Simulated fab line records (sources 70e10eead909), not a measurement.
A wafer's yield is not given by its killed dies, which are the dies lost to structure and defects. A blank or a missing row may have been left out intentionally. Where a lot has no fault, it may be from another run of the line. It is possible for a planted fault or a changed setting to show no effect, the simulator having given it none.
Chamber matching :: flow nand-harc :: NHARC_A_CHANNEL_FILL_D1_ETCHBACK_08 on rie-diel-10 has 4 sister chambers
The step etches the open film in C4F8, target depth 220 nm, time 110 s. 14 wafers are shown with their chamber, then 7 later ones without.

## WAFERS PAIRED WITH THEIR CHAMBERS
wafer: L384.1
chamber: 3
rf-vpp-V (V): 439.7
oes-product-au (a.u.): 1.00

wafer: L384.3
chamber: 2
rf-vpp-V (V): 439.3
oes-product-au (a.u.): 0.97

wafer: L384.4
chamber: 0
rf-vpp-V (V): 441.3
oes-product-au (a.u.): 1.00

wafer: L387.1
chamber: 2
rf-vpp-V (V): 439.0
oes-product-au (a.u.): 0.92

wafer: L387.4
chamber: 3
rf-vpp-V (V): 441.0
oes-product-au (a.u.): 0.92

wafer: L387.5
chamber: 3
rf-vpp-V (V): 441.5
oes-product-au (a.u.): 0.92

wafer: L390.1
chamber: 2
rf-vpp-V (V): 438.6
oes-product-au (a.u.): 0.93

wafer: L390.2
chamber: 1
rf-vpp-V (V): 441.5
oes-product-au (a.u.): 0.93

wafer: L390.4
chamber: 0
rf-vpp-V (V): 441.9
oes-product-au (a.u.): 0.93

wafer: L391.2
chamber: 0
rf-vpp-V (V): 441.3
oes-product-au (a.u.): 0.92

wafer: L391.3
chamber: 1
rf-vpp-V (V): 442.5
oes-product-au (a.u.): 0.92

wafer: L391.4
chamber: 2
rf-vpp-V (V): 440.3
oes-product-au (a.u.): 0.92

wafer: L400.3
chamber: 1
rf-vpp-V (V): 442.8
oes-product-au (a.u.): 0.92

wafer: L400.4
chamber: 2
rf-vpp-V (V): 439.6
oes-product-au (a.u.): 0.92

SIGNATURES, as means of the wafers listed above
reading: rf-vpp-V
chamber 0: 441.500
chamber 1: 442.267
chamber 2: 439.360
chamber 3: 440.733
scatter within a chamber: 0.674

reading: oes-product-au
chamber 0: 0.9500
chamber 1: 0.9233
chamber 2: 0.9320
chamber 3: 0.9467
scatter within a chamber: 0.0316
Rule: distance of a wafer from a chamber = root of the sum over the readings of ((wafer's reading minus chamber's mean) / reading's scatter) squared. The wafer belongs to the nearest chamber; if the next one is less than 2 further off, it can't be placed. The scatter: the root of (the sum of the squares of (reading less its chamber's mean) over the shown wafers, divided by (wafers less chambers)).

## WAFERS WHOSE CHAMBER IS MISSING
wafer: L400.5
rf-vpp-V (V): 441.6
oes-product-au (a.u.): 0.93

wafer: L405.1
rf-vpp-V (V): 441.7
oes-product-au (a.u.): 0.92

wafer: L405.3
rf-vpp-V (V): 439.1
oes-product-au (a.u.): 0.91

wafer: L405.4
rf-vpp-V (V): 441.3
oes-product-au (a.u.): 0.93

wafer: L406.1
rf-vpp-V (V): 441.4
oes-product-au (a.u.): 0.94

wafer: L406.3
rf-vpp-V (V): 442.8
oes-product-au (a.u.): 0.92

wafer: L406.4
rf-vpp-V (V): 440.0
oes-product-au (a.u.): 0.93

## CHAMBER TAKEN BY EACH
wafer: L400.5
from the rows above: can't be placed: 0 or 1 or 3
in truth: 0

wafer: L405.1
from the rows above: can't be placed: 1 or 0 or 3
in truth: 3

wafer: L405.3
from the rows above: can't be placed: 2 or 3
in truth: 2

wafer: L405.4
from the rows above: can't be placed: 0 or 3 or 1
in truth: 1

wafer: L406.1
from the rows above: can't be placed: 0 or 3 or 1
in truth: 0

wafer: L406.3
from the rows above: can't be placed: 1 or 0
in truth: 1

wafer: L406.4
from the rows above: can't be placed: 2 or 3 or 0
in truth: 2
Correct placement for 0 of the 7. Unplaceable from these rows: 7, with the true chamber sitting among the candidates in 7. Placed wrongly: 0.
